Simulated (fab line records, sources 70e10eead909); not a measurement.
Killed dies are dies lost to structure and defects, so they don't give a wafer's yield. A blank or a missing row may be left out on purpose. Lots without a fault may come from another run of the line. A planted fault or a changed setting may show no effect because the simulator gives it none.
A struck lot beside a sound one | flow nand_harc | 15 steps out of a route of 1302
Sound: wafers L793.1, L793.2, L793.3. Struck: wafer L803.5. (L803.3, L803.6 of the same lot were not struck and are left out.) The cause comes at the end.
At each step with rows: each side's tool, then ch and its chambers, then its first start. Under that, the readings that differ: sound wafers | struck wafers | difference of the means | sigmas: that difference in standard deviations of wafers without a fault.
alike: readings whose means differ by less than 2 such deviations, and words and numbers that are the same on both sides. not compared: withheld readings, readings that some wafer has no value for, bounds like >300 that may hide the same value, and numbers for which the record gives no deviation and whose values overlap.
The two part at a step that has a row with sigmas, a row that says differs or no value, or rows on one side only. Numbers that don't overlap but have no deviation are shown without sigmas and don't part them. A reading that every wafer of one side lacks parts them only if that side has two wafers or more.

first, 4 steps without rows for these wafers: NHARC_P_BONDPAD_EBR_05; NHARC_P_BONDPAD_EXPOSE_06 (exposes mask P BPAD); NHARC_P_BONDPAD_PEB_07 (peb time 80 s); NHARC_P_BONDPAD_DEVELOP_08 (time 50 s).
NHARC_P_BONDPAD_CD_MEAS_09: target cd 500 nm.
  sound on cd_sem-02 ch 0, day 9 03:02; struck on cd_sem-02 ch 0, day 13 11:56
  alike: cd_nm
NHARC_P_BONDPAD_OVL_MEAS_38:
  sound on overlay-01, day 9 03:07; struck on overlay-01, day 13 12:01
  alike: overlay_x_nm, overlay_y_nm
then, 1 step without rows for these wafers: NHARC_P_BONDPAD_HARDBAKE_10 (time 65 s).
NHARC_P_BONDPAD_DESCUM_11: chemistry O2, time 3 s.
  sound on rie_diel-10 ch 0,1,3, day 9 03:15; struck on rie_diel-13 ch 2, day 13 12:09
  alike: drypump_motor_current_A, oes_product_au, rf_vpp_V, showerhead_plenum_p_Torr, throttle_valve_pct
  not compared: rf_hours_counter_h
NHARC_P_BONDPAD_ETCH_37: etches the open film in N2/H2, target depth 60 nm, overetch 18 nm, time 65.91 s.
  sound on rie_diel-10 ch 0,2,3, day 9 03:20; struck on rie_diel-13 ch 1, day 13 12:14
  alike: drypump_motor_current_A, oes_product_au, rf_vpp_V, showerhead_plenum_p_Torr, throttle_valve_pct
  not compared: rf_hours_counter_h
NHARC_P_BONDPAD_ETCH_12: etches the open film in CHF3/O2, target depth 200 nm, time 100 s.
  sound on rie_diel-10 ch 0,1,2; struck on rie_diel-13 ch 0
  alike: drypump_motor_current_A, oes_product_au, rf_vpp_V, showerhead_plenum_p_Torr, throttle_valve_pct
  not compared: rf_hours_counter_h
NHARC_P_BONDPAD_CD_MEAS_13:
  sound on cd_sem-03, day 9 03:33; struck on cd_sem-02, day 13 12:28
  alike: cd_nm
NHARC_P_BONDPAD_STRIP_15: strips in O2.
  sound on rie_diel-13 ch 0,2,3, day 9 03:38; struck on rie_diel-10 ch 1, day 13 12:33
  alike: drypump_motor_current_A, oes_product_au, rf_vpp_V, showerhead_plenum_p_Torr, throttle_valve_pct
  not compared: rf_hours_counter_h
NHARC_P_BONDPAD_ETCH_24: etches the open film in CF4/N2, target depth 30 nm, time 72.99 s.
  sound on rie_diel-13 ch 1,2,3, day 9 03:47; struck on rie_diel-10 ch 3, day 13 12:41
  reading                         | sound             | struck  | difference | sigmas
  over_etch_frac                  | 0.3 0.3 0.3       | 0.60438 | +0.30438   |
  rf_vpp_V (V)                    | 318.1 316.2 316.8 | 313.5   | -3.5       | -2
  showerhead_plenum_p_Torr (Torr) | 2.70 2.72 2.70    | 2.56    | -0.15      | -2
  alike: cf4_flow_sccm, drypump_motor_current_A, oes_product_au, throttle_valve_pct
  not compared: rf_hours_counter_h
then, 1 step without rows for these wafers: NHARC_P_BONDPAD_STRIP_16 (strips in post etch residue remover, time 600 s).
-- the record jumps here: 18 days lie between the struck wafers' starts before and after (it left off in module P_BONDPAD and takes up again in module END, whose first step shown is number 1302 of the route) --
NHARC_END_SORT_01:
  sound on prober-01 ch 0, day 26 22:04; struck on prober-01 ch 0, day 31 09:47
  alike: defect_limited_yield, killed_at_array, killed_at_other, killed_at_periphery, killed_dies, killed_open, killed_short

WHERE THEY PART
Only at NHARC_P_BONDPAD_ETCH_24, within this record. Later steps at which nothing parts them and some readings are alike: NHARC_END_SORT_01.

WHY: what the simulator had put in
Process parameter drift: rie_diel-10, from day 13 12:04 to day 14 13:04, at NHARC_P_BONDPAD_ETCH_24. Setting over_etch_frac, moved by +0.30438, from 0.3. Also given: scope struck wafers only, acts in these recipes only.
